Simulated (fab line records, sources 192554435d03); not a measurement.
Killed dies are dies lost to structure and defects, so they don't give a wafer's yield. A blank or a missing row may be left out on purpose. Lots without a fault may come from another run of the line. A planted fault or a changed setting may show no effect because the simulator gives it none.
fab line records | flow n5_finfet
record lots=24 wafers=72 last_day=17
route steps=1938 shown HKMG_FIN@445 GATE_CUT@468
lots that met no fault: from a run of the same line without faults
start_h: hours from the record's first day to the start of the lot's first wafer shown | wait_h: hours since the lot's step before | " the same as in the row above | L1.1+2: a row that stands for several wafers | - no value, or no start given | * or withheld: withheld | < > ~ a bound
route shown NAME@n: a module of which the file shows steps, and the number in the route of the first | usual: mean/standard deviation of fault-free wafers | same: alike in all rows | chamber/n: place in a boat | sites: the reading at each site | _std_site: their standard deviation | _edge_site: outer sites' mean less inner sites' | radius_mm: how far each site lies from the wafer's centre | mask NAME#n: copy n | behind: the tool/chamber that last shaped the wafer | hold: why the lot was held/for how many hours/how that ended | device: the transistor (n, p or np) that didn't switch | end of line: the same wafers' tests at the end of the route | a step without rows: its recipe alone | killed: dies lost to structure and defects at the first sort, not the wafer's yield | map: a wafer's dies, x killed, . not, _ none there
set.NAME: the setting as run; set.NAME@STEP: as run at that earlier step | model.NAME: the simulator's own value behind a step, which no gauge read
steps of the route over a sample of lots; a table a step, a row a wafer
services: from which hour (start_h, from the record's first day; less than 0 if before it) a tool's chamber was out of use, for how many hours, and why
## steps
# step N5_HKMG_FIN_STRIP_89
# recipe chemistry=N2/H2 material=SOC time_s=20 power_w=500 temp_c=40 pressure_mtorr=50 rf_frequency_hz=6e+07 bias_power_w=8 h2_frac=0.5 n2_flow_sccm=300 h2_flow_sccm=300
# usual drypump_motor_current_A=5.7/0.49 oes_product_au=0.78/0.097 rf_vpp_V=54.1/0.87 showerhead_plenum_p_Torr=3.35/0.11 throttle_valve_pct=19.1/0.3
# columns lot.wafer tool chamber start_h wait_h drypump_motor_current_A oes_product_au rf_hours_counter_h rf_vpp_V showerhead_plenum_p_Torr throttle_valve_pct
L074.1 rie_diel-04 2 78.17 0.0 6.6 0.70 227 52.4 3.19 19.5
L074.2 " 0 " " 5.6 0.72 202 53.5 3.34 19.4
L074.3 " 1 " " 5.6 0.73 176 54.5 3.35 19.5
L075.1 rie_diel-04 0 82.93 0.0 5.6 0.72 204 54.3 3.34 19.4
L075.2 " 1 " " 5.6 0.73 178 52.8 3.35 19.5
L075.4 " 3 " " 5.6 0.77 150 55.1 3.22 18.8
L076.1 rie_diel-01 0 93.26 0.0 5.3 0.69 236 54.5 3.46 19.6
L076.2 " 1 " " 4.8 0.68 245 54.9 3.31 19.1
L076.4 " 0 " " 5.3 0.69 - 55.1 3.46 19.6
L077.1 rie_diel-01 1 97.80 0.0 4.9 0.67 247 52.1 3.31 19.2
L077.5 " 3 " " 5.8 1.01 - 53.8 3.45 18.7
L077.6 " 2 " " 5.5 0.74 - 52.2 3.36 19.0
L078.1 rie_diel-04 1 104.87 0.0 5.6 0.72 186 53.2 3.34 19.5
L078.2 " 3 " " 5.6 0.77 159 55.6 3.22 18.8
L078.3 " 2 " " 6.5 0.69 238 53.5 3.19 19.5
L079.1 rie_diel-04 3 115.30 0.0 5.6 0.77 163 54.8 3.21 18.8
L079.2 " 0 " " 5.6 0.71 216 53.7 3.33 19.4
L079.3 " 2 " " 6.6 0.69 241 54.8 3.19 19.5
L080.2 rie_diel-04 2 116.51 0.0 6.5 0.69 243 53.1 3.19 19.5
L080.5 " 2 " " 6.5 0.69 - 53.6 3.19 19.5
L080.6 " 1 " " 5.6 0.71 - 53.5 3.34 19.5
L081.1 rie_diel-04 0 122.91 0.0 5.6 0.71 219 54.8 3.33 19.4
L081.2 " 1 " " 5.6 0.70 193 54.7 3.34 19.5
L081.6 " 0 " " 5.6 0.71 - 53.8 3.33 19.4
L082.2 rie_diel-01 3 127.69 0.0 5.8 0.95 12 53.5 3.44 18.7
L082.5 " 3 " " 5.8 0.95 - 53.9 3.44 18.7
L082.6 " 2 " " 5.5 0.75 - 53.7 3.36 19.0
L083.1 rie_diel-06 0 133.57 0.0 5.5 0.77 124 54.7 3.51 19.0
L083.3 " 3 " " 6.8 0.75 155 53.3 3.49 18.7
L083.5 " 0 " " 5.5 0.77 - 54.3 3.51 19.0
L084.1 rie_diel-04 1 141.15 0.0 5.6 0.71 200 53.6 3.33 19.5
L084.3 " 3 " " 5.7 0.76 174 54.4 3.21 18.8
L084.6 " 0 " " 5.6 0.71 - 55.3 3.32 19.4
L086.2 rie_diel-06 1 153.20 0.0 5.3 0.69 219 53.1 3.32 19.0
L086.5 " 3 " " 6.9 0.75 - 55.2 3.49 18.7
L086.6 " 0 " " 5.5 0.76 - 55.2 3.50 19.0
L085.3 rie_diel-06 1 153.81 0.0 5.4 0.70 220 54.6 3.32 19.0
L085.4 " 1 " " 5.4 0.71 - 56.0 3.32 19.0
L085.5 " 0 " " 5.5 0.77 - 56.3 3.50 19.0
L087.3 rie_diel-04 1 155.93 0.0 5.6 0.70 207 54.4 3.33 19.5
L087.5 " 0 " " 5.6 0.70 - 54.4 3.32 19.4
L087.6 " 3 " " 5.7 0.76 - 53.2 3.20 18.9
L088.1 rie_diel-04 3 163.87 0.0 5.6 0.74 183 54.4 3.20 18.9
L088.3 " 0 " " 5.6 0.70 236 54.8 3.32 19.4
L088.4 " 2 " " 6.5 0.97 4 56.0 3.59 19.1
L089.1 rie_diel-01 3 169.62 0.0 5.8 0.91 29 53.9 3.43 18.7
L089.3 " 2 " " 5.5 0.73 173 54.2 3.34 19.0
L089.6 " 3 " " 5.8 0.91 - 53.0 3.43 18.7
L091.1 rie_diel-06 3 178.72 0.0 6.8 0.74 172 53.8 3.48 18.7
L091.5 " 3 " " 6.8 0.75 - 53.6 3.48 18.7
L091.6 " 2 " " 5.4 0.97 - 53.1 3.31 18.6
L090.1 rie_diel-01 2 179.21 0.0 5.5 0.72 177 54.6 3.34 19.0
L090.3 " 1 " " 4.9 0.91 24 53.6 3.29 18.8
L090.5 " 1 " " 4.9 0.91 - 54.5 3.29 18.8
L092.1 rie_diel-01 1 188.65 0.0 4.8 0.91 27 53.4 3.29 18.8
L092.2 " 0 " " 5.4 0.95 14 53.8 3.45 19.2
L092.3 " 2 " " 5.5 0.73 180 55.9 3.34 19.0
L093.1 rie_diel-06 0 191.80 0.0 5.5 0.76 145 54.4 3.50 19.0
L093.2 " 1 " " 5.4 0.69 235 51.5 3.31 19.1
L093.4 " 2 " " 5.4 0.95 10 54.2 3.30 18.6
L094.2 rie_diel-04 1 195.59 0.0 5.6 0.70 218 54.3 3.33 19.5
L094.4 " 0 " " 5.6 0.69 248 54.6 3.31 19.5
L094.6 " 2 " " 6.5 0.94 - 54.8 3.58 19.2
L095.1 rie_diel-04 2 202.03 0.0 6.6 0.93 18 53.0 3.58 19.2
L095.4 " 1 " " 5.6 0.70 219 55.0 3.32 19.5
L095.6 " 3 " " 5.6 0.74 - 55.2 3.20 18.9
L096.2 rie_diel-01 1 211.72 0.0 4.9 0.90 35 54.4 3.29 18.8
L096.4 " 2 " " 5.5 0.72 189 53.4 3.34 19.0
L096.6 " 0 " " 5.4 0.94 - 53.7 3.44 19.2
L097.3 rie_diel-04 1 215.55 0.0 5.6 0.69 226 54.5 3.32 19.5
L097.4 " 3 " " 5.6 0.73 - 53.1 3.19 18.9
L097.5 " 1 " " 5.6 0.69 - 53.9 3.32 19.5
# step N5_HKMG_FIN_W_FILL_22
# recipe material=W target_thk_a=600 temp_c=400 pressure_torr=39.4 time_s=18.2
# usual heater_power_w=857/59 throttle_valve_pct=19.1/0.62
# columns lot.wafer tool chamber start_h wait_h heater_power_w throttle_valve_pct
L074.1 cvd_w-02 0 80.37 0.0 796 18.8
L074.2 " 1 " " 834 18.5
L074.3 " 1 " " 832 18.2
L075.1 cvd_w-02 1 85.11 0.0 811 18.3
L075.2 " 0 " " 795 18.9
L075.4 " 1 " " 810 18.1
L076.1 cvd_w-02 1 95.57 0.0 804 18.3
L076.2 " 0 " " 799 18.8
L076.4 " 0 " " 796 18.9
L077.1 cvd_w-01 1 100.01 0.0 866 18.8
L077.5 " 0 " " 922 20.3
L077.6 " 1 " " 869 19.2
L078.1 cvd_w-01 0 107.07 0.0 941 20.0
L078.2 " 1 " " 861 19.1
L078.3 " 1 " " 874 19.2
L079.1 cvd_w-02 0 117.49 0.0 811 18.6
L079.2 " 1 " " 813 18.3
L079.3 " 0 " " 796 18.9
L080.2 cvd_w-01 1 118.74 0.0 862 18.9
L080.5 " 0 " " 956 19.8
L080.6 " 1 " " 878 19.1
L081.1 cvd_w-01 0 125.08 0.0 958 20.2
L081.2 " 1 " " 880 19.0
L081.6 " 0 " " 927 20.2
L082.2 cvd_w-01 1 129.87 0.0 873 19.2
L082.5 " 0 " " 954 20.3
L082.6 " 1 " " 850 19.2
L083.1 cvd_w-02 0 136.06 0.0 790 19.2
L083.3 " 1 " " 828 18.7
L083.5 " 0 " " 803 18.8
L084.1 cvd_w-01 1 143.33 0.0 884 18.8
L084.3 " 0 " " 929 20.2
L084.6 " 1 " " 878 18.7
L086.2 cvd_w-02 0 155.54 0.0 805 18.4
L086.5 " 0 " " 792 18.7
L086.6 " 1 " " 809 18.7
L085.3 cvd_w-01 1 156.62 0.0 877 18.9
L085.4 " 0 " " 944 19.9
L085.5 " 1 " " 884 18.9
L087.3 cvd_w-02 0 158.20 0.0 804 18.8
L087.5 " 1 " " 836 18.7
L087.6 " 0 " " 798 18.8
L088.1 cvd_w-01 1 166.18 0.0 881 19.2
L088.3 " 1 " " 860 19.2
L088.4 " 0 " " 967 20.1
L089.1 cvd_w-02 0 171.80 0.0 816 18.9
L089.3 " 0 " " 799 19.0
L089.6 " 1 " " 820 18.6
L091.1 cvd_w-02 1 180.90 0.0 807 18.4
L091.5 " 0 " " 817 18.9
L091.6 " 1 " " 823 18.5
L090.1 cvd_w-01 0 181.40 0.0 965 20.1
L090.3 " 0 " " 971 20.3
L090.5 " 0 " " 962 20.1
L092.1 cvd_w-01 0 191.01 0.0 942 20.0
L092.2 " 1 " " 873 19.1
L092.3 " 0 " " 969 20.1
L093.1 cvd_w-02 1 193.99 0.0 828 18.5
L093.2 " 0 " " 794 18.9
L093.4 " 1 " " 822 18.7
L094.2 cvd_w-02 0 197.89 0.0 803 18.7
L094.4 " 0 " " 812 18.8
L094.6 " 1 " " 817 18.8
L095.1 cvd_w-02 1 204.21 0.0 813 18.8
L095.4 " 1 " " 803 18.4
L095.6 " 0 " " 841 18.9
L096.2 cvd_w-02 0 214.10 0.0 803 18.8
L096.4 " 0 " " 819 18.4
L096.6 " 1 " " 820 18.6
L097.3 cvd_w-01 0 217.73 0.0 948 20.1
L097.4 " 1 " " 884 19.4
L097.5 " 0 " " 963 20.1
# step N5_GATE_CUT_VAPOR_ETCH_60
# recipe chemistry=BCl3/Cl2 target=HfO2 mode=isotropic
# usual drypump_motor_current_A=5.48/0.19 he_backside_leak_sccm=3.4/0.33 oes_product_au=0.75/0.11
# columns lot.wafer tool chamber start_h wait_h drypump_motor_current_A he_backside_leak_sccm oes_product_au
L074.1 rie_metal-03 0 81.46 0.0 5.38 3.4 0.72
L074.2 " 1 " " 5.41 3.7 0.60
L074.3 " 0 " " 5.38 3.3 0.73
L075.1 rie_metal-03 0 86.20 0.0 5.37 3.1 0.73
L075.2 " 1 " " 5.45 3.7 0.60
L075.4 " 1 " " 5.44 3.6 0.60
L076.1 rie_metal-03 1 96.67 0.0 5.43 3.7 0.59
L076.2 " 0 " " 5.39 3.0 0.73
L076.4 " 1 " " 5.43 3.7 0.59
L077.1 rie_metal-02 1 101.11 0.0 5.81 3.5 0.85
L077.5 " 1 " " 5.75 3.4 0.85
L077.6 " 0 " " 5.29 3.4 0.62
L078.1 rie_metal-03 1 108.16 0.0 5.43 3.7 0.59
L078.2 " 0 " " 5.39 3.2 0.73
L078.3 " 1 " " 5.38 3.6 0.59
L079.1 rie_metal-01 1 118.59 0.0 5.42 3.2 0.72
L079.2 " 0 " " 5.42 3.4 0.86
L079.3 " 0 " " 5.42 3.4 0.86
L080.2 rie_metal-01 1 119.84 0.0 5.41 3.2 0.71
L080.5 " 0 " " 5.41 3.4 0.86
L080.6 " 1 " " 5.43 3.1 0.71
L081.1 rie_metal-03 0 126.18 0.0 5.37 3.1 0.73
L081.2 " 1 " " 5.42 3.7 0.59
L081.6 " 1 " " 5.43 3.6 0.60
L082.2 rie_metal-01 0 130.98 0.0 5.43 3.4 0.86
L082.5 " 1 " " 5.41 3.1 0.71
L082.6 " 0 " " 5.41 3.5 0.87
L083.1 rie_metal-01 1 137.15 0.0 5.43 3.1 0.71
L083.3 " 1 " " 5.41 3.1 0.70
L083.5 " 1 " " 5.42 3.2 0.71
L084.1 rie_metal-02 0 144.42 0.0 5.31 3.3 0.61
L084.3 " 0 " " 5.29 3.1 0.61
L084.6 " 0 " " 5.29 3.3 0.61
L086.2 rie_metal-02 1 156.63 0.0 5.75 3.5 0.84
L086.5 " 1 " " 5.75 3.4 0.83
L086.6 " 0 " " 5.24 3.4 0.61
L085.3 rie_metal-02 0 157.72 0.0 5.30 3.4 0.61
L085.4 " 1 " " 5.85 3.6 0.84
L085.5 " 0 " " 5.28 3.4 0.61
L087.3 rie_metal-02 0 159.29 0.0 5.25 3.4 0.62
L087.5 " 1 " " 5.84 3.4 0.83
L087.6 " 0 " " 5.28 3.3 0.61
L088.1 rie_metal-02 1 167.28 0.0 5.80 3.5 0.83
L088.3 " 0 " " 5.28 3.2 0.60
L088.4 " 1 " " 5.78 3.3 0.83
L089.1 rie_metal-02 0 172.89 0.0 5.24 3.3 0.61
L089.3 " 1 " " 5.79 3.4 0.83
L089.6 " 0 " " 5.28 3.3 0.62
L091.1 rie_metal-01 1 182.00 0.0 5.41 3.2 0.70
L091.5 " 0 " " 5.38 3.1 0.84
L091.6 " 1 " " 5.42 3.2 0.70
L090.1 rie_metal-02 1 182.49 0.0 5.82 3.5 0.83
L090.3 " 0 " " 5.29 3.1 0.61
L090.5 " 1 " " 5.77 3.4 0.83
L092.1 rie_metal-01 0 192.11 0.0 5.43 3.1 0.85
L092.2 " 1 " " 5.40 3.2 0.70
L092.3 " 0 " " 5.41 3.3 0.84
L093.1 rie_metal-03 0 195.08 0.0 5.37 3.5 0.70
L093.2 " 1 " " 5.42 3.3 0.95
L093.4 " 0 " " 5.38 3.4 0.71
L094.2 rie_metal-02 1 199.23 0.1 5.80 3.6 0.83
L094.4 " 1 " " 5.81 3.5 0.82
L094.6 " 1 " " 5.85 3.5 0.82
L095.1 rie_metal-02 1 205.54 0.1 5.82 3.2 0.82
L095.4 " 1 " " 5.77 3.2 0.82
L095.6 " 1 " " 5.76 3.2 0.82
L096.2 rie_metal-03 0 215.20 0.0 5.39 3.5 0.70
L096.4 " 1 " " 5.42 3.4 0.92
L096.6 " 0 " " 5.39 3.6 0.70
L097.3 rie_metal-03 1 218.83 0.0 5.43 3.5 0.94
L097.4 " 0 " " 5.38 3.4 0.69
L097.5 " 1 " " 5.41 3.6 0.93
# step N5_GATE_CUT_CUT_ETCH_55
# recipe chemistry=BCl3 target=HfO2 mask_material=SiO2 target_depth_a=32 ion_energy_ev=30 pressure_mtorr=5 icp_w=450 bias_w=18 bcl3_flow_sccm=80
# usual drypump_motor_current_A=5.46/0.16 he_backside_leak_sccm=3.37/0.15 oes_product_au=0.78/0.11 throttle_valve_pct=33.10/0.22
# columns lot.wafer tool chamber start_h wait_h drypump_motor_current_A he_backside_leak_sccm oes_product_au rf_hours_counter_h throttle_valve_pct
L074.1 rie_metal-01 0 85.43 0.0 5.43 3.37 0.88 16 33.12
L074.2 " 1 " " 5.40 3.18 0.73 67 33.05
L074.3 " 1 " " 5.40 3.11 0.73 - 33.03
L075.1 rie_metal-02 0 90.49 0.0 5.32 3.34 0.62 125 32.64
L075.2 " 1 " " 5.79 3.34 0.86 20 33.33
L075.4 " 1 " " 5.79 3.28 0.86 - 33.33
L076.1 rie_metal-01 1 101.31 0.0 5.43 3.37 0.72 68 33.04
L076.2 " 0 " " 5.42 3.52 0.87 17 33.12
L076.4 " 1 " " 5.41 3.29 0.72 - 33.04
L077.1 rie_metal-01 0 105.28 0.0 5.41 3.24 0.87 18 33.13
L077.5 " 1 " " 5.39 3.43 0.73 - 33.05
L077.6 " 0 " " 5.41 3.25 0.87 - 33.13
L078.1 rie_metal-01 1 112.14 0.0 5.40 3.19 0.72 69 33.05
L078.2 " 0 " " 5.41 3.39 0.86 18 33.14
L078.3 " 0 " " 5.43 3.39 0.86 - 33.12
L079.1 rie_metal-03 1 122.89 0.0 5.41 3.45 0.59 136 32.88
L079.2 " 0 " " 5.37 3.38 0.72 59 33.32
L079.3 " 1 " " 5.42 3.47 0.59 - 32.90
L080.2 rie_metal-02 0 124.04 0.0 5.33 3.43 0.62 129 32.64
L080.5 " 0 " " 5.29 3.52 0.62 - 32.63
L080.6 " 1 " " 5.78 3.62 0.86 - 33.34
L081.1 rie_metal-02 0 130.49 0.0 5.28 3.44 0.61 129 32.65
L081.2 " 1 " " 5.78 3.66 0.85 24 33.34
L081.6 " 1 " " 5.80 3.71 0.85 - 33.32
L082.2 rie_metal-01 1 135.05 0.0 5.41 3.20 0.71 72 33.06
L082.5 " 1 " " 5.40 3.18 0.71 - 33.07
L082.6 " 0 " " 5.39 3.34 0.86 - 33.14
L083.1 rie_metal-02 1 141.16 0.0 5.79 3.49 0.84 25 33.34
L083.3 " 1 " " 5.80 3.48 0.84 - 33.33
L083.5 " 0 " " 5.30 3.38 0.61 - 32.65
L084.1 rie_metal-01 0 148.62 0.0 5.43 3.32 0.85 22 33.14
L084.3 " 0 " " 5.46 3.69 0.85 - 33.14
L084.6 " 0 " " 5.45 3.62 0.85 - 33.13
L086.2 rie_metal-02 1 160.90 0.0 5.81 3.37 0.83 27 33.33
L086.5 " 0 " " 5.25 3.40 0.61 - 32.65
L086.6 " 1 " " 5.83 3.49 0.82 - 33.35
L085.3 rie_metal-01 0 161.78 0.0 5.43 3.37 0.84 - 33.14
L085.4 " 1 " " 5.42 3.29 0.70 - 33.06
L085.5 " 0 " " 5.43 3.32 0.86 - 33.14
L087.3 rie_metal-03 1 163.51 0.0 5.44 3.40 1.01 - 33.09
L087.5 " 1 " " 5.42 3.35 1.01 - 33.09
L087.6 " 0 " " 5.36 3.56 0.71 - 33.31
L088.1 rie_metal-03 1 171.26 0.0 5.42 3.45 0.99 1 33.07
L088.3 " 0 " " 5.37 3.04 0.72 - 33.31
L088.4 " 1 " " 5.40 3.43 0.98 - 33.10
L089.1 rie_metal-03 1 177.05 0.0 5.41 3.36 0.99 1 33.09
L089.3 " 0 " " 5.39 3.53 0.72 - 33.33
L089.6 " 1 " " 5.43 3.38 0.99 - 33.10
L091.1 rie_metal-02 1 186.12 0.0 5.77 3.29 0.84 29 33.34
L091.5 " 1 " " 5.76 3.45 0.83 - 33.35
L091.6 " 0 " " 5.26 3.38 0.60 - 32.63
L090.1 rie_metal-01 1 188.19 0.0 5.40 3.33 0.69 77 33.06
L090.3 " 0 " " 5.40 3.72 0.84 - 33.13
L090.5 " 1 " " 5.40 3.15 0.70 - 33.06
L092.1 rie_metal-01 0 196.37 0.0 5.42 3.37 0.83 27 33.15
L092.2 " 1 " " 5.43 3.28 0.69 78 33.06
L092.3 " 0 " " 5.41 3.36 0.83 - 33.15
L093.1 rie_metal-01 1 199.15 0.0 5.41 3.20 0.70 78 33.05
L093.2 " 0 " " 5.41 3.26 0.84 27 33.16
L093.4 " 1 " " 5.41 3.20 0.70 - 33.08
L094.2 rie_metal-02 1 203.35 0.1 5.80 3.50 0.82 - 33.35
L094.4 " 1 " " 5.76 3.57 0.81 - 33.36
L094.6 " 1 " " 5.78 3.62 0.81 - 33.36
L095.1 rie_metal-01 0 209.75 0.0 5.41 3.58 0.82 28 33.14
L095.4 " 0 " " 5.43 3.49 0.83 - 33.15
L095.6 " 0 " " 5.42 3.39 0.82 - 33.13
L096.2 rie_metal-02 1 219.34 0.1 5.81 3.26 0.81 33 33.36
L096.4 " 1 " " 5.79 3.35 0.82 - 33.36
L096.6 " 1 " " 5.79 3.35 0.82 - 33.36
L097.3 rie_metal-03 1 222.80 0.0 5.40 3.46 0.95 - 33.10
L097.4 " 0 " " 5.40 3.27 0.70 - 33.33
L097.5 " 0 " " 5.39 3.45 0.70 - 33.32
# step N5_GATE_CUT_CMP_23
# recipe stop_on=SiO2 t_overpolish_s=23.4 post_cmp_clean=alkaline_brush down_force_psi=2.5 platen_rpm=51.8 pad_velocity_m_s=1.0307 target_thk_nm=16
# usual motor_current_A=8.9/0.9 overpolish_run_s=23.400/0.0085 platen_rpm=51.80/0.038 time_to_endpoint_s=20.0/1.7
# columns lot.wafer tool chamber start_h wait_h motor_current_A overpolish_run_s platen_rpm time_to_endpoint_s
L074.2 cmp-02 1 87.24 0.8 9.5 23.412 51.84 20.5
L074.3 " 2 " " 8.1 23.402 51.77 18.8
L074.1 " 3 " " 9.8 23.405 51.81 18.1
L075.2 cmp-02 1 92.99 0.8 9.3 23.405 51.82 18.9
L075.4 " 2 " " 8.4 23.407 51.77 19.6
L075.1 " 3 " " 9.8 23.391 51.81 19.7
L076.1 cmp-02 1 104.55 0.8 9.7 23.413 51.78 16.1
L076.2 " 3 " " 9.9 23.404 51.77 19.2
L076.4 " 0 " " 8.6 23.411 51.78 16.9
L077.1 cmp-04 3 107.17 0.8 8.4 23.412 51.83 22.2
L077.6 " 1 " " 7.5 23.399 51.85 21.3
L077.5 " 2 " " 10.6 23.398 51.80 18.7
L078.1 cmp-04 3 113.95 0.8 8.2 23.394 51.80 20.2
L078.2 " 0 " " 9.0 23.398 51.77 22.2
L078.3 " 2 " " 10.2 23.396 51.83 19.5
L079.2 cmp-04 2 124.75 0.8 9.7 23.399 51.83 22.4
L079.3 " 3 " " 8.5 23.407 51.71 21.6
L079.1 " 0 " " 8.3 23.401 51.80 22.1
L080.2 cmp-04 3 125.97 0.9 8.8 23.408 51.74 18.9
L080.6 " 0 " " 8.6 23.390 51.77 22.4
L080.5 " 1 " " 7.3 23.405 51.72 18.7
L081.1 cmp-03 0 132.37 0.8 7.6 23.402 51.80 19.8
L081.2 " 1 " " 8.1 23.403 51.86 19.4
L081.6 " 3 " " 9.3 23.404 51.79 19.1
L082.2 cmp-04 3 137.23 0.9 8.4 23.402 51.77 20.2
L082.5 " 0 " " 8.8 23.402 51.77 21.0
L082.6 " 1 " " 7.5 23.402 51.81 20.7
L083.3 cmp-03 0 143.03 0.8 8.3 23.393 51.90 21.7
L083.1 " 1 " " 8.4 23.402 51.82 20.3
L083.5 " 3 " " 9.4 23.383 51.84 20.9
L084.1 cmp-04 2 150.45 0.8 9.9 23.409 51.84 21.6
L084.3 " 0 " " 8.6 23.397 51.79 23.8
L084.6 " 3 " " 8.9 23.409 51.74 25.1
L086.2 cmp-04 3 163.34 0.8 8.4 23.389 51.78 20.0
L086.6 " 1 " " 7.6 23.389 51.79 20.6
L086.5 " 2 " " 10.3 23.400 51.84 19.2
L085.4 cmp-02 2 163.63 0.8 8.6 23.400 51.79 18.7
L085.3 " 0 " " 9.2 23.386 51.76 18.1
L085.5 " 1 " " 10.0 23.386 51.79 17.7
L087.3 cmp-03 2 165.32 0.8 10.0 23.391 51.86 21.5
L087.6 " 2 " " 9.9 23.410 51.79 20.0
L087.5 " 3 " " 9.7 23.395 51.79 21.8
L088.3 cmp-03 0 173.07 0.8 7.8 23.400 51.81 20.6
L088.4 " 2 " " 9.8 23.408 51.82 22.5
L088.1 " 3 " " 9.1 23.386 51.74 20.6
L089.3 cmp-04 3 178.86 0.8 8.1 23.393 51.72 23.0
L089.1 " 2 " " 10.1 23.413 51.84 18.0
L089.6 " 0 " " 8.6 23.406 51.78 21.9
L091.1 cmp-04 3 188.12 0.9 8.3 23.398 51.78 20.7
L091.6 " 2 " " 10.2 23.392 51.81 17.5
L091.5 " 3 " " 8.5 23.408 51.79 18.6
L090.1 cmp-02 0 190.14 0.8 8.7 23.394 51.83 21.2
L090.3 " 1 " " 9.9 23.401 51.79 20.1
L090.5 " 0 " " 9.2 23.403 51.83 21.1
L092.1 cmp-02 0 198.18 0.8 9.0 23.397 51.84 22.0
L092.3 " 1 " " 9.5 23.400 51.83 17.3
L092.2 " 3 " " 9.8 23.402 51.81 17.1
L093.1 cmp-04 3 200.97 0.8 8.1 23.400 51.77 18.8
L093.4 " 1 " " 7.8 23.403 51.79 20.3
L093.2 " 2 " " 10.7 23.401 51.78 18.6
L094.2 cmp-04 2 205.30 0.8 10.3 23.385 51.84 15.3
L094.4 " 0 " " 8.3 23.397 51.85 18.9
L094.6 " 2 " " 10.5 23.416 51.80 16.4
L095.1 cmp-02 2 211.65 0.8 8.5 23.398 51.80 19.1
L095.4 " 3 " " 9.0 23.407 51.78 18.7
L095.6 " 0 " " 9.1 23.398 51.77 19.3
L096.4 cmp-04 1 221.20 0.8 7.8 23.395 51.78 19.5
L096.2 " 0 " " 8.6 23.400 51.80 21.5
L096.6 " 1 " " 7.6 23.400 51.74 19.3
L097.4 cmp-03 2 224.65 0.8 9.8 23.399 51.73 19.5
L097.3 " 3 " " 9.3 23.394 51.80 21.2
L097.5 " 1 " " 8.6 23.392 51.82 18.7
# step N5_GATE_CUT_CMP_61
# recipe stop_on=SiNx t_overpolish_s=3 post_cmp_clean=alkaline_brush down_force_psi=4 platen_rpm=27.09 pad_velocity_m_s=0.539
# usual motor_current_A=12.0/1.2 platen_rpm=27.090/0.016
# columns lot.wafer tool chamber start_h wait_h motor_current_A platen_rpm
L074.1 cmp-02 0 88.08 0.3 12.0 27.075
L074.3 " 1 " " 13.1 27.062
L074.2 " 2 " " 11.0 27.083
L075.4 cmp-04 1 93.75 0.4 10.4 27.106
L075.2 " 3 " " 11.4 27.064
L075.1 " 0 " " 10.5 27.108
L076.2 cmp-04 2 105.38 0.3 13.3 27.100
L076.4 " 3 " " 11.7 27.065
L076.1 " 0 " " 11.6 27.096
L077.1 cmp-02 3 108.19 0.2 13.4 27.065
L077.6 " 0 " " 11.0 27.093
L077.5 " 1 " " 12.7 27.070
L078.1 cmp-04 2 114.91 0.3 14.2 27.123
L078.3 " 3 " " 11.3 27.080
L078.2 " 0 " " 11.0 27.089
L079.3 cmp-03 0 125.51 0.4 11.1 27.105
L079.2 " 2 " " 13.4 27.086
L079.1 " 3 " " 12.5 27.081
L080.2 cmp-04 0 126.69 0.3 11.6 27.094
L080.6 " 3 " " 11.5 27.063
L080.5 " 0 " " 11.3 27.095
L081.2 cmp-02 3 133.13 0.3 13.8 27.135
L081.1 " 0 " " 11.6 27.108
L081.6 " 2 " " 11.2 27.099
L082.2 cmp-03 0 137.92 0.4 10.5 27.112
L082.5 " 0 " " 10.7 27.108
L082.6 " 1 " " 11.0 27.102
L083.1 cmp-02 3 143.79 0.4 13.7 27.056
L083.3 " 0 " " 11.7 27.103
L083.5 " 0 " " 11.9 27.105
L084.3 cmp-02 2 151.31 0.3 10.5 27.108
L084.1 " 3 " " 12.8 27.072
L084.6 " 1 " " 13.5 27.109
L086.2 cmp-04 1 164.10 0.3 9.9 27.104
L086.6 " 0 " " 11.2 27.104
L086.5 " 1 " " 10.1 27.105
L085.3 cmp-03 0 164.46 0.3 10.3 27.082
L085.4 " 1 " " 11.4 27.089
L085.5 " 0 " " 10.8 27.071
L087.3 cmp-02 1 166.15 0.3 13.2 27.078
L087.6 " 0 " " 11.4 27.082
L087.5 " 1 " " 13.2 27.097
L088.4 cmp-04 1 173.88 0.4 9.8 27.092
L088.3 " 3 " " 11.4 27.056
L088.1 " 0 " " 11.1 27.086
L089.1 cmp-03 2 179.67 0.4 13.0 27.089
L089.3 " 0 " " 10.8 27.103
L089.6 " 2 " " 13.5 27.078
L091.1 cmp-02 2 188.88 0.4 10.9 27.101
L091.5 " 2 " " 11.4 27.077
L091.6 " 3 " " 13.3 27.087
L090.1 cmp-02 2 190.91 0.4 11.1 27.065
L090.3 " 1 " " 12.5 27.094
L090.5 " 2 " " 10.9 27.099
L092.3 cmp-04 1 198.99 0.4 10.0 27.107
L092.2 " 2 " " 13.4 27.113
L092.1 " 0 " " 12.0 27.077
L093.1 cmp-02 3 201.80 0.3 13.7 27.102
L093.4 " 0 " " 11.9 27.101
L093.2 " 1 " " 13.7 27.092
L094.4 cmp-02 3 206.13 0.3 12.5 27.084
L094.2 " 1 " " 13.6 27.066
L094.6 " 3 " " 13.0 27.075
L095.4 cmp-04 2 212.37 0.4 13.4 27.109
L095.1 " 0 " " 10.9 27.100
L095.6 " 3 " " 11.4 27.068
L096.2 cmp-02 1 222.01 0.4 12.4 27.079
L096.4 " 3 " " 12.9 27.094
L096.6 " 1 " " 12.9 27.067
L097.4 cmp-04 3 225.41 0.4 11.5 27.090
L097.3 " 1 " " 9.6 27.125
L097.5 " 0 " " 10.7 27.091
## services
# columns tool chamber start_h hours kind
cmp-04 - 54.94 3.1 repair
rie_diel-04 1 57.67 9.6 repair
cmp-04 - 59.52 4.0 pm
cmp-03 - 78.90 0.4 repair
cmp-03 - 80.51 8.9 pm
rie_diel-01 1 86.89 2.2 repair
rie_diel-06 3 95.74 5.3 repair
cmp-03 - 98.57 2.3 repair
rie_diel-06 1 102.17 2.4 repair
cmp-04 - 103.67 1.1 repair
rie_diel-01 - 104.58 0.5 repair
rie_metal-01 - 110.84 0.2 repair
cmp-04 - 111.69 1.2 repair
cmp-02 - 113.67 4.0 pm
cmp-02 - 118.87 0.6 repair
rie_metal-02 - 133.58 2.8 pm
cvd_w-02 1 143.08 2.1 repair
cmp-03 - 183.79 20.6 pm
cvd_w-01 0 191.42 10.5 repair
cmp-02 - 195.41 0.5 repair
rie_metal-03 - 198.00 1.4 pm
cmp-03 - 204.75 0.8 repair
rie_diel-04 1 217.32 5.2 repair
cmp-04 - 217.47 0.5 repair
## key
fault none
